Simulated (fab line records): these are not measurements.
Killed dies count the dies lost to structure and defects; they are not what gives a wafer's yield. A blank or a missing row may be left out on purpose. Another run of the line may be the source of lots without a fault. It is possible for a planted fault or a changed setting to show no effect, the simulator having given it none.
Matching of chambers :: flow n5_finfet :: N5_BEOL_M0_STRIP_140 on rie_diel-01: 4 sister chambers
The step strips in CF4. 4 wafers are shown with their chamber, then 8 later ones without.

## WAFERS WITH THEIR CHAMBER
wafer: L206.3
chamber: 0
showerhead_plenum_p_Torr (Torr): 1.83

wafer: L209.4
chamber: 1
showerhead_plenum_p_Torr (Torr): 1.76

wafer: L210.3
chamber: 2
showerhead_plenum_p_Torr (Torr): 1.79

wafer: L212.3
chamber: 3
showerhead_plenum_p_Torr (Torr): 1.89

## WAFERS WITHOUT THEIR CHAMBER
wafer: L212.4
showerhead_plenum_p_Torr (Torr): 1.75

wafer: L212.5
showerhead_plenum_p_Torr (Torr): 1.78

wafer: L222.4
showerhead_plenum_p_Torr (Torr): 1.82

wafer: L222.5
showerhead_plenum_p_Torr (Torr): 1.75

wafer: L222.6
showerhead_plenum_p_Torr (Torr): 1.78

wafer: L223.2
showerhead_plenum_p_Torr (Torr): 1.75

wafer: L223.3
showerhead_plenum_p_Torr (Torr): 1.78

wafer: L223.4
showerhead_plenum_p_Torr (Torr): 1.82

## WHICH CHAMBER EACH ONE RAN IN
wafer: L212.4
from the rows above: 1
in truth: 1

wafer: L212.5
from the rows above: can't be placed: 2 or 1
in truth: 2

wafer: L222.4
from the rows above: 0
in truth: 0

wafer: L222.5
from the rows above: 1
in truth: 1

wafer: L222.6
from the rows above: can't be placed: 2 or 1
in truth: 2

wafer: L223.2
from the rows above: 1
in truth: 1

wafer: L223.3
from the rows above: can't be placed: 2 or 1
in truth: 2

wafer: L223.4
from the rows above: 0
in truth: 0
Placed correctly: 5 of 8. Not placeable from these rows: 3 (in 3, the candidates include the true chamber). Wrongly placed: 0.
How it was worked out, from the rows above alone: a wafer's distance from a chamber is the root of the sum, over the readings, of the square of ((its reading less the chamber's mean) divided by the reading's scatter). The wafer belongs to the nearest chamber; if the next one is less than 2 further off, it can't be placed. A chamber's mean is the mean of its shown wafers. The scatter: root of mean squared gap, hidden wafer to nearest shown wafer, with one shown wafer a chamber.
